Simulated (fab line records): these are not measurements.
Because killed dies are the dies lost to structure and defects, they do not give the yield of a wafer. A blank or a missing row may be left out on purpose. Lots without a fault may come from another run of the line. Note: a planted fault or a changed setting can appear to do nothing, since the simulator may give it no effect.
fab line records	flow n5Finfet	part 2 of 2: steps 4 to 6 of 6
record lots=24	wafers=72	lastDay=18
route steps=1938 shown BEOL_M0_CUTY@712 BEOL_M0@717 BEOL_M1@754
lots that met no fault: from a run of the same line without faults
startH: hours from the record's first day to the start of the lot's first wafer shown	waitH: hours from the lot's prior step to this one	" identical to the entry in the row above	L1.1+2: several wafers, shown together as one row	- no value present, or no start provided	* or withheld: withheld	< > ~ a bound
route shown NAME@n: a module of which the file shows steps, and the number in the route of the first	usual: mean/standard deviation taken from wafers without a fault	same: alike in all rows	chamber/n: place in a boat	sites: the reading at each site	_std_site: the values' standard deviation	_edge_site: the outer-site mean with the inner-site mean subtracted	radiusMm: for every site, how far away it sits from the centre of the wafer	mask NAME#n: copy n	behind: the last tool/chamber to shape the wafer	hold: why the lot was held/for how many hours/how that ended	device: the transistor (n, p or np) that didn't switch	end of line: the route-end tests of the same wafers	where a step has no rows: the recipe by itself	killed: dies lost to structure and defects at the first sort, not the wafer's yield	map: dies across one wafer; x = killed, . = not, _ = none there
set.NAME: the setting the step ran with; set.NAME@STEP: the setting that earlier step ran with	model.NAME: the simulator's own value behind a step, which no gauge read
the route's steps for a sample of lots (tables are steps, rows are wafers)
services: when a tool's chamber went out of use (startH, in hours from the record's first day, below 0 if earlier), for how many hours, and the reason
## steps
# step N5_BEOL_M0_DEGAS_112
# recipe ambient=vacuum	tempC=250	timeS=60
# usual heaterPowerW=321/37
# same timeS=60
lot.wafer	tool	chamber	startH	waitH	heaterPowerW
L074.2	pvdSputter-02	-	120.04	0.0	358
L074.3	"	-	"	"	336
L074.5	"	-	"	"	300
L075.1	pvdSputter-03	-	127.89	1.5	312
L075.5	"	-	"	"	318
L075.6	"	-	"	"	282
L076.1	pvdSputter-01	-	129.55	0.7	356
L076.3	"	-	"	"	291
L076.5	"	-	"	"	359
L077.2	pvdSputter-01	-	133.19	0.1	295
L077.5	"	-	"	"	286
L077.6	"	-	"	"	347
L078.3	pvdSputter-03	-	145.44	0.5	322
L078.5	"	-	"	"	315
L078.6	"	-	"	"	320
L079.2	pvdSputter-02	-	145.53	0.5	309
L079.5	"	-	"	"	416
L079.6	"	-	"	"	329
L081.1	pvdSputter-01	-	162.69	0.7	292
L081.4	"	-	"	"	353
L081.6	"	-	"	"	357
L080.2	pvdSputter-01	-	163.35	0.8	364
L080.3	"	-	"	"	286
L080.6	"	-	"	"	279
L082.1	pvdSputter-01	-	165.01	0.7	285
L082.2	"	-	"	"	289
L082.5	"	-	"	"	292
L083.2	pvdSputter-01	-	174.69	1.8	362
L083.5	"	-	"	"	291
L083.6	"	-	"	"	293
L084.1	pvdSputter-03	-	185.40	2.5	331
L084.5	"	-	"	"	314
L084.6	"	-	"	"	306
L085.2	pvdSputter-02	-	186.80	0.8	325
L085.3	"	-	"	"	338
L085.5	"	-	"	"	362
L086.1	pvdSputter-03	-	197.23	0.5	295
L086.5	"	-	"	"	319
L086.6	"	-	"	"	281
L087.2	pvdSputter-01	-	204.06	0.0	342
L087.3	"	-	"	"	353
L087.5	"	-	"	"	291
L089.1	pvdSputter-01	-	213.53	0.3	346
L089.2	"	-	"	"	362
L089.5	"	-	"	"	290
L088.1	pvdSputter-03	-	213.97	0.4	312
L088.3	"	-	"	"	319
L088.5	"	-	"	"	285
L090.1	pvdSputter-03	-	223.73	0.3	303
L090.3	"	-	"	"	279
L090.4	"	-	"	"	279
L091.1	pvdSputter-03	-	223.81	0.2	290
L091.2	"	-	"	"	306
L091.5	"	-	"	"	316
L092.1	pvdSputter-01	-	229.79	0.8	280
L092.2	"	-	"	"	289
L092.3	"	-	"	"	357
L093.1	pvdSputter-02	-	239.60	0.4	351
L093.4	"	-	"	"	331
L093.5	"	-	"	"	340
L094.2	pvdSputter-01	-	239.70	0.3	359
L094.4	"	-	"	"	290
L094.5	"	-	"	"	280
L095.2	pvdSputter-01	-	242.96	0.5	355
L095.3	"	-	"	"	277
L095.4	"	-	"	"	289
L096.2	pvdSputter-02	-	255.77	0.8	420
L096.3	"	-	"	"	356
L096.6	"	-	"	"	337
L097.1	pvdSputter-02	-	266.87	0.3	350
L097.5	"	-	"	"	352
L097.6	"	-	"	"	406
# step N5_BEOL_M1_HM_DEP_02
# recipe material=TiN	targetThkA=200	tempC=25	chamberPressurePa=0.49996
# usual throttleValvePct=30.2/1
lot.wafer	tool	chamber	startH	waitH	throttleValvePct
L074.2	pvdSputter-01	-	122.65	0.1	29.9
L074.3	"	-	"	"	30.6
L074.5	"	-	"	"	30.5
L075.1	pvdSputter-03	-	132.29	1.7	29.6
L075.5	"	-	"	"	32.1
L075.6	"	-	"	"	30.2
L076.1	pvdSputter-03	-	132.91	0.8	31.9
L076.3	"	-	"	"	29.2
L076.5	"	-	"	"	29.3
L077.2	pvdSputter-01	-	136.82	0.9	29.9
L077.5	"	-	"	"	30.8
L077.6	"	-	"	"	31.6
L078.3	pvdSputter-02	-	149.36	1.5	29.3
L078.5	"	-	"	"	29.2
L078.6	"	-	"	"	28.6
L079.2	pvdSputter-02	-	149.46	1.4	29.2
L079.5	"	-	"	"	28.7
L079.6	"	-	"	"	29.6
L081.1	pvdSputter-01	-	168.27	3.1	31.9
L081.4	"	-	"	"	30.2
L081.6	"	-	"	"	32.0
L080.2	pvdSputter-01	-	168.47	2.8	31.9
L080.3	"	-	"	"	30.4
L080.6	"	-	"	"	30.8
L082.1	pvdSputter-03	-	169.70	0.6	29.4
L082.2	"	-	"	"	30.1
L082.5	"	-	"	"	29.5
L083.2	pvdSputter-01	-	179.12	1.7	29.9
L083.5	"	-	"	"	30.7
L083.6	"	-	"	"	29.9
L084.1	pvdSputter-01	-	187.82	0.1	30.0
L084.5	"	-	"	"	30.8
L084.6	"	-	"	"	31.9
L085.2	pvdSputter-01	-	190.16	1.2	31.1
L085.3	"	-	"	"	31.7
L085.5	"	-	"	"	31.6
L086.1	pvdSputter-02	-	202.71	1.5	28.8
L086.5	"	-	"	"	29.3
L086.6	"	-	"	"	29.2
L087.2	pvdSputter-01	-	208.53	0.4	30.7
L087.3	"	-	"	"	30.7
L087.5	"	-	"	"	31.1
L089.1	pvdSputter-02	-	217.10	0.4	28.8
L089.2	"	-	"	"	29.3
L089.5	"	-	"	"	28.4
L088.1	pvdSputter-01	-	217.22	0.3	30.9
L088.3	"	-	"	"	32.0
L088.5	"	-	"	"	30.9
L090.1	pvdSputter-01	-	229.69	0.8	29.9
L090.3	"	-	"	"	31.8
L090.4	"	-	"	"	30.8
L091.1	pvdSputter-02	-	232.47	3.1	29.0
L091.2	"	-	"	"	28.5
L091.5	"	-	"	"	28.8
L092.1	pvdSputter-02	-	234.25	0.6	29.6
L092.2	"	-	"	"	29.6
L092.3	"	-	"	"	29.2
L093.1	pvdSputter-01	-	242.50	0.7	31.4
L093.4	"	-	"	"	30.9
L093.5	"	-	"	"	31.8
L094.2	pvdSputter-01	-	242.78	0.5	31.4
L094.4	"	-	"	"	29.9
L094.5	"	-	"	"	30.8
L095.2	pvdSputter-02	-	247.26	1.4	28.7
L095.3	"	-	"	"	29.2
L095.4	"	-	"	"	29.2
L096.2	pvdSputter-03	-	260.33	2.1	30.4
L096.3	"	-	"	"	29.4
L096.6	"	-	"	"	29.2
L097.1	pvdSputter-03	-	269.44	0.3	31.9
L097.5	"	-	"	"	32.1
L097.6	"	-	"	"	29.2
# step N5_BEOL_M1_PRE_CLEAN_45
# recipe gas=H2/He	timeS=30	tempC=250
# usual heaterPowerW=319/38
# same timeS=30
lot.wafer	tool	chamber	startH	waitH	heaterPowerW
L074.2	pvdSputter-01	-	133.44	0.0	280
L074.3	"	-	"	"	284
L074.5	"	-	"	"	288
L075.1	pvdSputter-03	-	137.24	0.0	313
L075.5	"	-	"	"	282
L075.6	"	-	"	"	287
L076.1	pvdSputter-02	-	137.50	0.0	306
L076.3	"	-	"	"	327
L076.5	"	-	"	"	357
L077.2	pvdSputter-01	-	139.19	0.0	370
L077.5	"	-	"	"	286
L077.6	"	-	"	"	292
L078.3	pvdSputter-02	-	152.08	0.0	425
L078.5	"	-	"	"	336
L078.6	"	-	"	"	300
L079.2	pvdSputter-01	-	152.50	0.0	343
L079.5	"	-	"	"	345
L079.6	"	-	"	"	288
L081.1	pvdSputter-01	-	175.89	0.0	287
L081.4	"	-	"	"	350
L081.6	"	-	"	"	289
L080.2	pvdSputter-01	-	175.97	0.0	347
L080.3	"	-	"	"	285
L080.6	"	-	"	"	285
L082.1	pvdSputter-01	-	176.06	0.0	362
L082.2	"	-	"	"	287
L082.5	"	-	"	"	291
L083.2	pvdSputter-01	-	187.00	0.0	289
L083.5	"	-	"	"	291
L083.6	"	-	"	"	288
L084.1	pvdSputter-02	-	191.70	0.0	303
L084.5	"	-	"	"	333
L084.6	"	-	"	"	411
L085.2	pvdSputter-03	-	196.87	0.0	323
L085.3	"	-	"	"	287
L085.5	"	-	"	"	283
L086.1	pvdSputter-01	-	209.74	0.0	346
L086.5	"	-	"	"	294
L086.6	"	-	"	"	281
L087.2	pvdSputter-01	-	214.07	0.0	361
L087.3	"	-	"	"	291
L087.5	"	-	"	"	285
L089.1	pvdSputter-03	-	220.11	0.0	313
L089.2	"	-	"	"	285
L089.5	"	-	"	"	285
L088.1	pvdSputter-03	-	220.19	0.0	287
L088.3	"	-	"	"	278
L088.5	"	-	"	"	288
L090.1	pvdSputter-01	-	234.53	0.0	281
L090.3	"	-	"	"	350
L090.4	"	-	"	"	359
L091.1	pvdSputter-01	-	239.66	0.0	286
L091.2	"	-	"	"	359
L091.5	"	-	"	"	281
L092.1	pvdSputter-01	-	240.20	0.0	286
L092.2	"	-	"	"	357
L092.3	"	-	"	"	356
L095.2	pvdSputter-01	-	251.73	0.0	340
L095.3	"	-	"	"	357
L095.4	"	-	"	"	289
L093.1	pvdSputter-03	-	252.72	0.0	278
L093.4	"	-	"	"	290
L093.5	"	-	"	"	283
L094.2	pvdSputter-02	-	257.55	0.0	332
L094.4	"	-	"	"	414
L094.5	"	-	"	"	413
L096.2	pvdSputter-02	-	269.35	0.0	309
L096.3	"	-	"	"	413
L096.6	"	-	"	"	413
L097.1	pvdSputter-03	-	272.86	0.0	279
L097.5	"	-	"	"	290
L097.6	"	-	"	"	309
## services
tool	chamber	startH	hours	kind
rieDiel-02	-	96.68	28.1	pm
pvdSputter-01	-	99.50	4.9	repair
rieDiel-01	-	105.62	2.8	pm
rieDiel-06	3	116.09	-	clean
rieDiel-06	3	116.09	-	consumableReplace:focusRing
rieDiel-06	3	116.09	18.1	scheduledDown
rieDiel-06	3	116.09	18.1	ventCycle
rieDiel-02	3	126.12	3.5	repair
rieDiel-02	2	139.13	-	clean
rieDiel-02	2	139.13	-	consumableReplace:focusRing
rieDiel-02	2	139.13	-	consumableReplace:showerhead
rieDiel-02	2	139.13	19.0	scheduledDown
rieDiel-06	0	141.86	-	clean
rieDiel-06	0	141.86	-	consumableReplace:focusRing
rieDiel-06	0	141.86	-	consumableReplace:showerhead
rieDiel-06	0	141.86	17.7	scheduledDown
rieDiel-06	0	141.86	17.7	ventCycle
rieDiel-02	3	143.67	19.0	repair
pvdSputter-02	-	157.68	14.3	repair
pvdSputter-02	-	207.32	1.6	repair
rieDiel-02	1	209.60	1.2	repair
rieDiel-06	2	212.80	6.6	repair
rieDiel-01	0	231.78	6.0	repair
rieDiel-02	0	262.90	4.5	repair
